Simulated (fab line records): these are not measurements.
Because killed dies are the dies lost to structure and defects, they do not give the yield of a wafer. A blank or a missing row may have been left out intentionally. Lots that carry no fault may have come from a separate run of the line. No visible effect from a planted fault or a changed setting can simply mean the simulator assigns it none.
fab line records / flow nand-harc
[record] lots = 6 wafers = 18 last-day = 34
route steps=1302 shown A_DECK1_JOINT@521 END@1302
lots that met no fault: from a run of the same line without faults
start-h: start of the lot's first displayed wafer, in hours after the record's first day / wait-h: how many hours have passed since the lot's step before this one / " unchanged from the row above / L1.1+2: a single row standing in for several wafers / - value missing, or start not given / * or withheld: withheld / < > ~ a bound
route shown NAME@n: NAME is a module with steps in the file, n the number in the route of the first one / usual: mean and standard deviation over wafers with no fault / same: alike in all rows / chamber/n: place in a boat / sites: readings site by site / _std_site: standard deviation of those values / _edge_site: inner sites' mean taken away from outer sites' mean / radius-mm: how far each site lies from the wafer's centre / mask NAME#n: copy n / behind: the last tool/chamber to shape the wafer / hold: reason for holding the lot/hours on hold/outcome of the hold / device: whichever transistor did not switch (one of n, p or np) / end of line: at the end of the route, the tests of the same wafers / a step with no rows: only its recipe / killed: at the first sort, the dies lost to defects and structure; wafer yield is something else / map: the dies of a wafer, with x for killed, . for not killed, _ for no die there
set.NAME: the setting that was run; set.NAME@STEP: the one run at that earlier step / model.NAME: the simulator's own value behind a step, which no gauge read
certain route steps with their lots: each step a table, each wafer a row
services: from which hour (start-h, from the record's first day; less than 0 if before it) a tool's chamber was out of use, for how many hours, and why
[[steps]]
[step NHARC_A_DECK1_JOINT_ETCH_18]
[recipe] target-depth-a = 30 chemistry = dHF material = SiO2
[step NHARC_A_DECK1_JOINT_WET_08]
[recipe] temp-c = 160 time-s = 86 chemistry = H3PO4
[step NHARC_A_DECK1_JOINT_ETCH_09]
[recipe] target-depth-a = 50 chemistry = dHF material = SiO2
[step NHARC_A_DECK1_JOINT_WET_10]
[recipe] temp-c = 160 time-s = 86 chemistry = H3PO4
[step NHARC_A_DECK1_JOINT_ETCH_11]
[recipe] target-depth-a = 350 chemistry = dHF material = SiO2
[step NHARC_A_DECK1_JOINT_CVD_12]
[recipe] target-thk-a = 900 temp-c = 620 pressure-mtorr = 200 time-s = 1800 material = poly-Si
[step NHARC_A_DECK1_JOINT_CMP_13]
[recipe] target-thk-nm = 51.023
[usual] motor-current-A = 12.6/0.97 retaining-ring-pressure-frac = 0.999/0.0052 slurry-filter-dp-kPa = 13.50/0.13 slurry-flow-ml-min = 149.9/0.45 time-to-endpoint-s = 8.5/2.4
lot.wafer=L364.1 tool=cmp-03 chamber=3 start-h=313.68 wait-h=0.4 motor-current-A=12.0 retaining-ring-pressure-frac=1.007 slurry-filter-dp-kPa=13.50 slurry-flow-ml-min=149.9 time-to-endpoint-s=12.4
lot.wafer=L364.5 tool=cmp-03 chamber=0 start-h=313.68 wait-h=0.4 motor-current-A=13.2 retaining-ring-pressure-frac=0.998 slurry-filter-dp-kPa=13.54 slurry-flow-ml-min=149.8 time-to-endpoint-s=13.7
lot.wafer=L364.6 tool=cmp-03 chamber=1 start-h=313.68 wait-h=0.4 motor-current-A=13.4 retaining-ring-pressure-frac=1.002 slurry-filter-dp-kPa=13.67 slurry-flow-ml-min=150.5 time-to-endpoint-s=15.2
lot.wafer=L363.2 tool=cmp-02 chamber=1 start-h=316.89 wait-h=0.4 motor-current-A=12.5 retaining-ring-pressure-frac=0.997 slurry-filter-dp-kPa=13.44 slurry-flow-ml-min=150.8 time-to-endpoint-s=9.9
lot.wafer=L363.3 tool=cmp-02 chamber=2 start-h=316.89 wait-h=0.4 motor-current-A=13.6 retaining-ring-pressure-frac=0.996 slurry-filter-dp-kPa=13.40 slurry-flow-ml-min=150.1 time-to-endpoint-s=4.8
lot.wafer=L363.6 tool=cmp-02 chamber=2 start-h=316.89 wait-h=0.4 motor-current-A=13.6 retaining-ring-pressure-frac=0.993 slurry-filter-dp-kPa=13.50 slurry-flow-ml-min=150.4 time-to-endpoint-s=8.1
lot.wafer=L375.3 tool=cmp-03 chamber=3 start-h=433.23 wait-h=0.4 motor-current-A=11.9 retaining-ring-pressure-frac=1.001 slurry-filter-dp-kPa=13.57 slurry-flow-ml-min=150.4 time-to-endpoint-s=9.4
lot.wafer=L375.4 tool=cmp-03 chamber=2 start-h=433.23 wait-h=0.4 motor-current-A=11.4 retaining-ring-pressure-frac=1.006 slurry-filter-dp-kPa=13.64 slurry-flow-ml-min=150.4 time-to-endpoint-s=9.4
lot.wafer=L375.6 tool=cmp-03 chamber=3 start-h=433.23 wait-h=0.4 motor-current-A=12.3 retaining-ring-pressure-frac=0.995 slurry-filter-dp-kPa=13.68 slurry-flow-ml-min=150.6 time-to-endpoint-s=9.8
lot.wafer=L376.3 tool=cmp-04 chamber=0 start-h=441.96 wait-h=0.4 motor-current-A=10.5 retaining-ring-pressure-frac=1.001 slurry-filter-dp-kPa=13.69 slurry-flow-ml-min=149.6 time-to-endpoint-s=9.6
lot.wafer=L376.2 tool=cmp-04 chamber=1 start-h=441.96 wait-h=0.4 motor-current-A=13.0 retaining-ring-pressure-frac=1.006 slurry-filter-dp-kPa=13.53 slurry-flow-ml-min=150.0 time-to-endpoint-s=10.6
lot.wafer=L376.6 tool=cmp-04 chamber=3 start-h=441.96 wait-h=0.4 motor-current-A=13.8 retaining-ring-pressure-frac=0.992 slurry-filter-dp-kPa=13.55 slurry-flow-ml-min=149.9 time-to-endpoint-s=9.2
lot.wafer=L377.2 tool=cmp-04 chamber=1 start-h=451.31 wait-h=0.4 motor-current-A=12.8 retaining-ring-pressure-frac=1.004 slurry-filter-dp-kPa=13.54 slurry-flow-ml-min=150.4 time-to-endpoint-s=8.8
lot.wafer=L377.5 tool=cmp-04 chamber=1 start-h=451.31 wait-h=0.4 motor-current-A=12.8 retaining-ring-pressure-frac=0.998 slurry-filter-dp-kPa=13.44 slurry-flow-ml-min=150.6 time-to-endpoint-s=11.0
lot.wafer=L377.6 tool=cmp-04 chamber=2 start-h=451.31 wait-h=0.4 motor-current-A=13.1 retaining-ring-pressure-frac=0.996 slurry-filter-dp-kPa=13.33 slurry-flow-ml-min=150.1 time-to-endpoint-s=8.3
lot.wafer=L380.3 tool=cmp-03 chamber=0 start-h=485.05 wait-h=0.4 motor-current-A=12.8 retaining-ring-pressure-frac=0.995 slurry-filter-dp-kPa=13.48 slurry-flow-ml-min=150.4 time-to-endpoint-s=4.9
lot.wafer=L380.5 tool=cmp-03 chamber=3 start-h=485.05 wait-h=0.4 motor-current-A=11.8 retaining-ring-pressure-frac=0.993 slurry-filter-dp-kPa=13.39 slurry-flow-ml-min=150.7 time-to-endpoint-s=6.4
lot.wafer=L380.6 tool=cmp-03 chamber=0 start-h=485.05 wait-h=0.4 motor-current-A=13.4 retaining-ring-pressure-frac=0.992 slurry-filter-dp-kPa=13.63 slurry-flow-ml-min=150.1 time-to-endpoint-s=7.2
[step NHARC_A_DECK1_JOINT_THK_MEAS_14]
[recipe] thk-meas-gauge = ellipsometry
[usual] thk-nm = 50.9/1.3
lot.wafer=L364.1 tool=film-metro-02 chamber=- start-h=313.86 wait-h=0.2 thk-nm=52.4
lot.wafer=L364.5 tool=film-metro-02 chamber=- start-h=313.86 wait-h=0.2 thk-nm=51.7
lot.wafer=L364.6 tool=film-metro-02 chamber=- start-h=313.86 wait-h=0.2 thk-nm=52.2
lot.wafer=L363.2 tool=film-metro-01 chamber=- start-h=317.14 wait-h=0.2 thk-nm=48.2
lot.wafer=L363.3 tool=film-metro-01 chamber=- start-h=317.14 wait-h=0.2 thk-nm=46.5
lot.wafer=L363.6 tool=film-metro-01 chamber=- start-h=317.14 wait-h=0.2 thk-nm=48.6
lot.wafer=L375.3 tool=film-metro-01 chamber=- start-h=433.48 wait-h=0.2 thk-nm=49.7
lot.wafer=L375.4 tool=film-metro-01 chamber=- start-h=433.48 wait-h=0.2 thk-nm=52.6
lot.wafer=L375.6 tool=film-metro-01 chamber=- start-h=433.48 wait-h=0.2 thk-nm=51.8
lot.wafer=L376.2 tool=film-metro-01 chamber=- start-h=442.19 wait-h=0.2 thk-nm=50.6
lot.wafer=L376.3 tool=film-metro-01 chamber=- start-h=442.19 wait-h=0.2 thk-nm=51.4
lot.wafer=L376.6 tool=film-metro-01 chamber=- start-h=442.19 wait-h=0.2 thk-nm=50.5
lot.wafer=L377.2 tool=film-metro-01 chamber=- start-h=451.57 wait-h=0.2 thk-nm=53.0
lot.wafer=L377.5 tool=film-metro-01 chamber=- start-h=451.57 wait-h=0.2 thk-nm=51.8
lot.wafer=L377.6 tool=film-metro-01 chamber=- start-h=451.57 wait-h=0.2 thk-nm=50.9
lot.wafer=L380.3 tool=film-metro-01 chamber=- start-h=485.28 wait-h=0.2 thk-nm=51.1
lot.wafer=L380.5 tool=film-metro-01 chamber=- start-h=485.28 wait-h=0.2 thk-nm=50.6
lot.wafer=L380.6 tool=film-metro-01 chamber=- start-h=485.28 wait-h=0.2 thk-nm=50.7
[step NHARC_A_DECK1_JOINT_SRD_04]
[step NHARC_A_DECK1_JOINT_ETCHBACK_00]
[recipe] target-depth-a = 300 time-s = 17.4 hbr-flow-sccm = 150 rf-w = 350 icp-w = 350 bias-w = 60 chemistry = HBr
[usual] bias-w = 60.00/0.18 drypump-motor-current-A = 6.0/0.41 oes-product-au = 0.999/0.0072 throttle-valve-pct = 23.267/0.0094
[same] time-s = 17.4
lot.wafer=L364.1 tool=rie-si-06 chamber=3 start-h=314.03 wait-h=0.1 bias-w=60.09 drypump-motor-current-A=5.8 oes-product-au=0.995 rf-hours-counter-h=0.4 throttle-valve-pct=23.281
lot.wafer=L364.6 tool=rie-si-06 chamber=0 start-h=314.03 wait-h=0.1 bias-w=60.51 drypump-motor-current-A=5.7 oes-product-au=0.998 rf-hours-counter-h=- throttle-valve-pct=23.274
lot.wafer=L364.5 tool=rie-si-06 chamber=1 start-h=314.03 wait-h=0.1 bias-w=59.74 drypump-motor-current-A=6.1 oes-product-au=0.989 rf-hours-counter-h=- throttle-valve-pct=23.280
lot.wafer=L363.3 tool=rie-si-03 chamber=3 start-h=317.27 wait-h=0.1 bias-w=60.06 drypump-motor-current-A=6.3 oes-product-au=0.985 rf-hours-counter-h=0.5 throttle-valve-pct=23.280
lot.wafer=L363.2 tool=rie-si-03 chamber=2 start-h=317.27 wait-h=0.1 bias-w=59.86 drypump-motor-current-A=6.1 oes-product-au=0.993 rf-hours-counter-h=0.5 throttle-valve-pct=23.273
lot.wafer=L363.6 tool=rie-si-03 chamber=3 start-h=317.27 wait-h=0.1 bias-w=60.09 drypump-motor-current-A=6.3 oes-product-au=0.990 rf-hours-counter-h=- throttle-valve-pct=23.265
lot.wafer=L375.3 tool=rie-si-03 chamber=0 start-h=433.61 wait-h=0.1 bias-w=60.08 drypump-motor-current-A=6.6 oes-product-au=0.998 rf-hours-counter-h=0.1 throttle-valve-pct=23.265
lot.wafer=L375.4 tool=rie-si-03 chamber=2 start-h=433.61 wait-h=0.1 bias-w=59.94 drypump-motor-current-A=6.1 oes-product-au=0.999 rf-hours-counter-h=0.1 throttle-valve-pct=23.280
lot.wafer=L375.6 tool=rie-si-03 chamber=0 start-h=433.61 wait-h=0.1 bias-w=60.15 drypump-motor-current-A=6.6 oes-product-au=1.000 rf-hours-counter-h=- throttle-valve-pct=23.273
lot.wafer=L376.3 tool=rie-si-06 chamber=0 start-h=442.31 wait-h=0.1 bias-w=59.77 drypump-motor-current-A=5.8 oes-product-au=0.996 rf-hours-counter-h=0.0 throttle-valve-pct=23.264
lot.wafer=L376.2 tool=rie-si-06 chamber=3 start-h=442.31 wait-h=0.1 bias-w=59.80 drypump-motor-current-A=5.8 oes-product-au=0.999 rf-hours-counter-h=0.0 throttle-valve-pct=23.267
lot.wafer=L376.6 tool=rie-si-06 chamber=0 start-h=442.31 wait-h=0.1 bias-w=59.71 drypump-motor-current-A=5.7 oes-product-au=1.005 rf-hours-counter-h=- throttle-valve-pct=23.267
lot.wafer=L377.2 tool=rie-si-03 chamber=0 start-h=451.73 wait-h=0.1 bias-w=59.92 drypump-motor-current-A=6.7 oes-product-au=1.001 rf-hours-counter-h=0.3 throttle-valve-pct=23.264
lot.wafer=L377.6 tool=rie-si-03 chamber=1 start-h=451.73 wait-h=0.1 bias-w=60.04 drypump-motor-current-A=5.3 oes-product-au=1.000 rf-hours-counter-h=- throttle-valve-pct=23.270
lot.wafer=L377.5 tool=rie-si-03 chamber=2 start-h=451.73 wait-h=0.1 bias-w=60.12 drypump-motor-current-A=6.1 oes-product-au=0.995 rf-hours-counter-h=- throttle-valve-pct=23.261
lot.wafer=L380.3 tool=rie-si-06 chamber=1 start-h=485.44 wait-h=0.1 bias-w=59.94 drypump-motor-current-A=6.1 oes-product-au=1.002 rf-hours-counter-h=0.2 throttle-valve-pct=23.270
lot.wafer=L380.6 tool=rie-si-06 chamber=2 start-h=485.44 wait-h=0.1 bias-w=59.78 drypump-motor-current-A=6.0 oes-product-au=0.997 rf-hours-counter-h=- throttle-valve-pct=23.259
lot.wafer=L380.5 tool=rie-si-06 chamber=3 start-h=485.44 wait-h=0.1 bias-w=60.14 drypump-motor-current-A=5.8 oes-product-au=1.003 rf-hours-counter-h=- throttle-valve-pct=23.270
[step NHARC_A_DECK1_JOINT_PRECLEAN_30]
[recipe] time-s = * temp-c = 50 bath-age-min = 0 chemistry = SC1
[step NHARC_A_DECK1_JOINT_SRD_31]
[step NHARC_A_DECK1_JOINT_CVD_34]
[recipe] target-thk-a = 200 temp-c = 700 pressure-mtorr = 300 material = SiNx
[usual] pressure-mtorr = 300.1/0.62 spike-tc-bottom-C = 720/4 susceptor-temp-C = 699.99/0.27 zone-power-upper-pct = 11.4/0.89
lot.wafer=L364.1 tool=lpcvd-01 chamber=1 start-h=317.38 wait-h=- pressure-mtorr=299.8 spike-tc-bottom-C=715 susceptor-temp-C=699.99 zone-power-upper-pct=10.8
lot.wafer=L364.5 tool=lpcvd-01 chamber=1 start-h=317.38 wait-h=- pressure-mtorr=299.8 spike-tc-bottom-C=716 susceptor-temp-C=699.60 zone-power-upper-pct=11.0
lot.wafer=L364.6 tool=lpcvd-01 chamber=1 start-h=317.38 wait-h=- pressure-mtorr=299.9 spike-tc-bottom-C=714 susceptor-temp-C=700.09 zone-power-upper-pct=10.9
lot.wafer=L363.2 tool=lpcvd-01 chamber=1 start-h=320.66 wait-h=- pressure-mtorr=299.5 spike-tc-bottom-C=713 susceptor-temp-C=699.87 zone-power-upper-pct=10.9
lot.wafer=L363.3 tool=lpcvd-01 chamber=1 start-h=320.66 wait-h=- pressure-mtorr=299.9 spike-tc-bottom-C=713 susceptor-temp-C=699.93 zone-power-upper-pct=10.9
lot.wafer=L363.6 tool=lpcvd-01 chamber=1 start-h=320.66 wait-h=- pressure-mtorr=299.6 spike-tc-bottom-C=714 susceptor-temp-C=699.98 zone-power-upper-pct=11.0
lot.wafer=L375.3 tool=lpcvd-01 chamber=1 start-h=436.99 wait-h=- pressure-mtorr=- spike-tc-bottom-C=- susceptor-temp-C=- zone-power-upper-pct=-
lot.wafer=L375.4 tool=lpcvd-01 chamber=1 start-h=436.99 wait-h=- pressure-mtorr=- spike-tc-bottom-C=- susceptor-temp-C=- zone-power-upper-pct=-
lot.wafer=L375.6 tool=lpcvd-01 chamber=1 start-h=436.99 wait-h=- pressure-mtorr=- spike-tc-bottom-C=- susceptor-temp-C=- zone-power-upper-pct=-
lot.wafer=L376.2 tool=lpcvd-01 chamber=1 start-h=445.70 wait-h=- pressure-mtorr=- spike-tc-bottom-C=- susceptor-temp-C=- zone-power-upper-pct=-
lot.wafer=L376.3 tool=lpcvd-01 chamber=1 start-h=445.70 wait-h=- pressure-mtorr=- spike-tc-bottom-C=- susceptor-temp-C=- zone-power-upper-pct=-
lot.wafer=L376.6 tool=lpcvd-01 chamber=1 start-h=445.70 wait-h=- pressure-mtorr=- spike-tc-bottom-C=- susceptor-temp-C=- zone-power-upper-pct=-
lot.wafer=L377.2 tool=lpcvd-01 chamber=0 start-h=455.08 wait-h=- pressure-mtorr=301.2 spike-tc-bottom-C=724 susceptor-temp-C=700.04 zone-power-upper-pct=12.5
lot.wafer=L377.5 tool=lpcvd-01 chamber=0 start-h=455.08 wait-h=- pressure-mtorr=300.2 spike-tc-bottom-C=724 susceptor-temp-C=700.05 zone-power-upper-pct=12.5
lot.wafer=L377.6 tool=lpcvd-01 chamber=0 start-h=455.08 wait-h=- pressure-mtorr=301.3 spike-tc-bottom-C=723 susceptor-temp-C=700.05 zone-power-upper-pct=12.6
lot.wafer=L380.3 tool=lpcvd-01 chamber=0 start-h=488.79 wait-h=- pressure-mtorr=299.2 spike-tc-bottom-C=723 susceptor-temp-C=699.86 zone-power-upper-pct=12.4
lot.wafer=L380.5 tool=lpcvd-01 chamber=0 start-h=488.79 wait-h=- pressure-mtorr=299.3 spike-tc-bottom-C=723 susceptor-temp-C=699.84 zone-power-upper-pct=12.4
lot.wafer=L380.6 tool=lpcvd-01 chamber=0 start-h=488.79 wait-h=- pressure-mtorr=298.9 spike-tc-bottom-C=724 susceptor-temp-C=699.96 zone-power-upper-pct=12.5
[step NHARC_A_DECK1_JOINT_DEP_06]
[recipe] target-thk-a = 800 temp-c = 65 material = SiOx
[step NHARC_END_SORT_01]
[recipe] temp-c = 25
[usual] killed-at-array = 63/18 killed-at-other = 1.1/1.3 killed-at-periphery = 4.3/2.8 killed-dies = 68/18 killed-open = 3.3/2 killed-short = 2.4/1.6
[same] gross-dies = 677
lot.wafer=L375.3 tool=prober-02 chamber=0 start-h=775.90 wait-h=3.1 killed-at-array=674 killed-at-other=0 killed-at-periphery=3 killed-dies=677 killed-open=3 killed-short=2
lot.wafer=L375.4 tool=prober-02 chamber=0 start-h=776.71 wait-h=3.4 killed-at-array=672 killed-at-other=0 killed-at-periphery=5 killed-dies=677 killed-open=4 killed-short=4
lot.wafer=L375.6 tool=prober-02 chamber=0 start-h=778.32 wait-h=4.0 killed-at-array=674 killed-at-other=0 killed-at-periphery=3 killed-dies=677 killed-open=0 killed-short=3
lot.wafer=L376.2 tool=prober-01 chamber=0 start-h=776.68 wait-h=2.8 killed-at-array=674 killed-at-other=1 killed-at-periphery=2 killed-dies=677 killed-open=6 killed-short=1
lot.wafer=L376.3 tool=prober-01 chamber=0 start-h=777.48 wait-h=3.1 killed-at-array=674 killed-at-other=0 killed-at-periphery=3 killed-dies=677 killed-open=1 killed-short=4
lot.wafer=L376.6 tool=prober-01 chamber=0 start-h=779.86 wait-h=4.0 killed-at-array=675 killed-at-other=0 killed-at-periphery=2 killed-dies=677 killed-open=3 killed-short=1
// killed by level:class
L375.3 A_DECK1_JOINT:area-cvd=616 A_CHANNEL_HOLE_D1:chamber-film-flake=35 A_STAIRCASE:chamber-film-flake=5 A_CHANNEL_HOLE_D2:chamber-film-flake=5 A_WL_FILL:chamber-film-flake=3 A_CONTACT:chamber-film-flake=3 A_DECK1_JOINT:chamber-film-flake=2 P_CONTACT:geometric-particle:open=1
L376.2 A_DECK1_JOINT:area-cvd=615 A_SLIT:chamber-film-flake=25 A_CHANNEL_HOLE_D2:chamber-film-flake=13 A_CHANNEL_HOLE_D1:chamber-film-flake=8 A_WL_FILL:chamber-film-flake=3 P_CONTACT:geometric-particle:open=2 A_ONON_D1:geometric-particle:open=2 A_DECK1_JOINT:chamber-film-flake=2
L375.4 A_DECK1_JOINT:area-cvd=615 A_CHANNEL_HOLE_D1:chamber-film-flake=31 A_DECK1_JOINT:chamber-film-flake=5 A_CHANNEL_HOLE_D2:chamber-film-flake=4 A_STAIRCASE:chamber-film-flake=4 P_BONDPAD:chamber-film-flake=3 A_SLIT:chamber-film-flake=3 A_CONTACT:chamber-film-flake=3
L376.3 A_DECK1_JOINT:area-cvd=593 A_SLIT:chamber-film-flake=32 A_CHANNEL_HOLE_D2:chamber-film-flake=23 A_CHANNEL_HOLE_D1:chamber-film-flake=15 A_WL_FILL:chamber-film-flake=3 A_CONTACT:geometric-particle:short=2 P_BONDPAD:chamber-film-flake=2 P_CONTACT:geometric-particle:short=1
L375.6 A_DECK1_JOINT:area-cvd=620 A_CHANNEL_HOLE_D1:chamber-film-flake=31 A_STAIRCASE:chamber-film-flake=6 A_SLIT:chamber-film-flake=6 A_CHANNEL_HOLE_D2:chamber-film-flake=3 A_WL_FILL:chamber-film-flake=3 P_BONDPAD:chamber-film-flake=2 A_CHANNEL_FILL_D1:geometric-particle:short=1
L376.6 A_DECK1_JOINT:area-cvd=610 A_CHANNEL_HOLE_D2:chamber-film-flake=25 A_SLIT:chamber-film-flake=22 A_CHANNEL_HOLE_D1:chamber-film-flake=9 A_WL_FILL:chamber-film-flake=3 A_CHANNEL_FILL_D1:geometric-particle:open=2 A_STAIRCASE:chamber-film-flake=2 P_CONTACT:geometric-particle:open=1
// map L375.3 (x killed, . not)
____________x____________
_________xxxxxxx_________
_______xxxxxxxxxxx_______
______xxxxxxxxxxxxx______
_____xxxxxxxxxxxxxxx_____
____xxxxxxxxxxxxxxxxx____
____xxxxxxxxxxxxxxxxx____
___xxxxxxxxxxxxxxxxxxx___
___xxxxxxxxxxxxxxxxxxx___
__xxxxxxxxxxxxxxxxxxxxx__
__xxxxxxxxxxxxxxxxxxxxx__
_xxxxxxxxxxxxxxxxxxxxxxx_
_xxxxxxxxxxxxxxxxxxxxxxx_
_xxxxxxxxxxxxxxxxxxxxxxx_
_xxxxxxxxxxxxxxxxxxxxxxx_
_xxxxxxxxxxxxxxxxxxxxxxx_
xxxxxxxxxxxxxxxxxxxxxxxxx
xxxxxxxxxxxxxxxxxxxxxxxxx
xxxxxxxxxxxxxxxxxxxxxxxxx
xxxxxxxxxxxxxxxxxxxxxxxxx
xxxxxxxxxxxxxxxxxxxxxxxxx
_xxxxxxxxxxxxxxxxxxxxxxx_
_xxxxxxxxxxxxxxxxxxxxxxx_
_xxxxxxxxxxxxxxxxxxxxxxx_
_xxxxxxxxxxxxxxxxxxxxxxx_
_xxxxxxxxxxxxxxxxxxxxxxx_
__xxxxxxxxxxxxxxxxxxxxx__
__xxxxxxxxxxxxxxxxxxxxx__
___xxxxxxxxxxxxxxxxxxx___
___xxxxxxxxxxxxxxxxxxx___
____xxxxxxxxxxxxxxxxx____
____xxxxxxxxxxxxxxxxx____
_____xxxxxxxxxxxxxxx_____
______xxxxxxxxxxxxx______
_______xxxxxxxxxxx_______
_________xxxxxxx_________
____________x____________
// map L376.2 (x killed, . not)
____________x____________
_________xxxxxxx_________
_______xxxxxxxxxxx_______
______xxxxxxxxxxxxx______
_____xxxxxxxxxxxxxxx_____
____xxxxxxxxxxxxxxxxx____
____xxxxxxxxxxxxxxxxx____
___xxxxxxxxxxxxxxxxxxx___
___xxxxxxxxxxxxxxxxxxx___
__xxxxxxxxxxxxxxxxxxxxx__
__xxxxxxxxxxxxxxxxxxxxx__
_xxxxxxxxxxxxxxxxxxxxxxx_
_xxxxxxxxxxxxxxxxxxxxxxx_
_xxxxxxxxxxxxxxxxxxxxxxx_
_xxxxxxxxxxxxxxxxxxxxxxx_
_xxxxxxxxxxxxxxxxxxxxxxx_
xxxxxxxxxxxxxxxxxxxxxxxxx
xxxxxxxxxxxxxxxxxxxxxxxxx
xxxxxxxxxxxxxxxxxxxxxxxxx
xxxxxxxxxxxxxxxxxxxxxxxxx
xxxxxxxxxxxxxxxxxxxxxxxxx
_xxxxxxxxxxxxxxxxxxxxxxx_
_xxxxxxxxxxxxxxxxxxxxxxx_
_xxxxxxxxxxxxxxxxxxxxxxx_
_xxxxxxxxxxxxxxxxxxxxxxx_
_xxxxxxxxxxxxxxxxxxxxxxx_
__xxxxxxxxxxxxxxxxxxxxx__
__xxxxxxxxxxxxxxxxxxxxx__
___xxxxxxxxxxxxxxxxxxx___
___xxxxxxxxxxxxxxxxxxx___
____xxxxxxxxxxxxxxxxx____
____xxxxxxxxxxxxxxxxx____
_____xxxxxxxxxxxxxxx_____
______xxxxxxxxxxxxx______
_______xxxxxxxxxxx_______
_________xxxxxxx_________
____________x____________
[[services]]
tool=cmp-02 chamber=- start-h=297.41 hours=1.7 kind=repair
tool=cmp-04 chamber=- start-h=306.10 hours=0.4 kind=repair
tool=cmp-04 chamber=- start-h=307.09 hours=4.0 kind=pm
tool=cmp-03 chamber=- start-h=322.33 hours=0.6 kind=repair
tool=cmp-04 chamber=- start-h=328.14 hours=4.6 kind=repair
tool=cmp-02 chamber=- start-h=330.60 hours=4.0 kind=pm
tool=cmp-03 chamber=- start-h=358.09 hours=4.0 kind=pm
tool=rie-si-06 chamber=0 start-h=359.41 hours=6.7 kind=repair
tool=cmp-04 chamber=- start-h=361.74 hours=0.2 kind=repair
tool=cmp-03 chamber=- start-h=362.09 hours=- kind=consumable-replace:conditioner
tool=cmp-03 chamber=- start-h=362.09 hours=- kind=consumable-replace:pad
tool=cmp-03 chamber=- start-h=383.64 hours=1.1 kind=repair
tool=rie-si-03 chamber=- start-h=398.00 hours=9.0 kind=pm
tool=cmp-04 chamber=- start-h=405.09 hours=4.0 kind=pm
tool=cmp-03 chamber=- start-h=405.75 hours=3.3 kind=repair
tool=cmp-03 chamber=- start-h=421.20 hours=4.8 kind=repair
tool=cmp-04 chamber=- start-h=424.03 hours=4.1 kind=repair
tool=rie-si-06 chamber=- start-h=426.00 hours=9.0 kind=pm
tool=cmp-02 chamber=- start-h=428.60 hours=4.0 kind=pm
tool=cmp-03 chamber=- start-h=443.04 hours=0.3 kind=repair
tool=cmp-03 chamber=- start-h=456.09 hours=4.0 kind=pm
tool=rie-si-03 chamber=0 start-h=468.15 hours=8.7 kind=repair
tool=rie-si-06 chamber=0 start-h=473.81 hours=7.5 kind=repair
tool=cmp-02 chamber=- start-h=477.25 hours=0.8 kind=repair
[[key]]
[first-sign] step = NHARC_A_DECK1_JOINT_CVD_34 reading = tool-record direction = missing
[effect] step = NHARC_END_SORT_01 reading = killed-at-array direction = up sigmas = 35 usual = 63 struck = 674
[more-kills-born-at] NHARC_A_DECK1_JOINT_CVD_34@lpcvd-01 = 3669
met-at NHARC_A_DECK1_JOINT_CVD_34
struck-wafers L375.3,L375.4,L375.6,L376.2,L376.3,L376.6
later-rows-left-out L375.3,L375.4,L375.6,L376.2,L376.3,L376.6
tester-left-out L375,L376
onset-between 320.66 436.99
[fault] kind = skipped-step-whole tool = lpcvd-01 chamber = - onset-h = 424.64 steps = NHARC_A_DECK1_JOINT_CVD_34 scope = struck-lots-only
// tester-left-out: of these lots the tester's yield and bins aren't shown, on N5 and GAA mostly nor the transistor test; their killed dies are dies lost to structure and defects alone, not to doping, threshold or leakage, so they don't give the yield
// later-rows-left-out: the simulator's readings of these wafers behind a module that went badly wrong aren't trusted and aren't shown, but for the sort
